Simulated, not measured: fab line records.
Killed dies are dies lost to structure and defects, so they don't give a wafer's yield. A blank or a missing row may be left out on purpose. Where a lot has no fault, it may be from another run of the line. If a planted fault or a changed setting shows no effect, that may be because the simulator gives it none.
Matching of chambers	flow nand_harc	NHARC_P_BONDPAD_DESCUM_11 on rie_diel-07 has 4 sister chambers
The step chemistry O2, time 3 s. 14 wafers are shown with their chamber, then 7 later ones without.

## WAFERS WITH THEIR CHAMBER
wafer	chamber	oes_product_au (a.u.)	o2_flow_sccm (sccm)	rf_vpp_V (V)
L081.3	3	1.006	200.5	57.1
L081.4	2	1.008	199.4	57.8
L081.5	1	1.003	198.7	55.9
L084.2	1	0.994	200.9	57.7
L084.3	0	0.990	200.9	58.0
L084.6	3	1.001	200.6	57.8
L086.2	1	0.995	200.2	57.8
L086.5	3	1.002	200.9	58.7
L086.6	0	0.984	198.8	57.0
L088.3	2	0.990	199.9	57.1
L088.4	1	0.999	198.7	58.3
L088.6	3	1.001	201.0	58.3
L092.3	2	1.000	199.9	56.8
L092.4	0	0.991	199.8	58.0

SIGNATURES (means of the wafers above)
reading	chamber 0	chamber 1	chamber 2	chamber 3	scatter within a chamber
oes_product_au	0.98833	0.99775	0.99933	1.00250	0.00509
o2_flow_sccm	199.833	199.625	199.733	200.750	0.788
rf_vpp_V	57.667	57.425	57.233	57.975	0.77
Rule: for a wafer and a chamber, the distance is found by dividing, reading by reading, the gap between the wafer's reading and the chamber's mean by the reading's scatter, squaring, summing and taking the root. The wafer belongs to the nearest chamber; if the next one is less than 2 further off, it can't be placed. The scatter: take each reading less its chamber's mean, square it, sum over the shown wafers, divide by the number of wafers less the number of chambers, and take the root.

## WAFERS WHOSE CHAMBER IS MISSING
wafer	oes_product_au (a.u.)	o2_flow_sccm (sccm)	rf_vpp_V (V)
L092.5	1.004	199.6	58.2
L094.4	1.002	200.1	55.8
L094.5	1.003	199.9	56.4
L094.6	1.008	200.2	59.7
L096.1	1.000	199.5	56.7
L096.4	1.014	199.8	57.3
L096.5	0.996	200.9	58.4

## THE CHAMBER EACH PASSED THROUGH
wafer	from the rows above	in truth
L092.5	can't be placed: 3 or 2 or 1 or 0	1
L094.4	can't be placed: 2 or 1 or 3 or 0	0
L094.5	can't be placed: 2 or 1 or 3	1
L094.6	can't be placed: 3 or 1 or 2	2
L096.1	can't be placed: 2 or 1 or 3 or 0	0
L096.4	can't be placed: 3 or 2 or 1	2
L096.5	can't be placed: 3 or 1 or 2 or 0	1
Placed correctly: 0 of 7. From these rows, 7 cannot be placed; in 7 the true chamber is one of the candidates. Placed wrongly: 0.
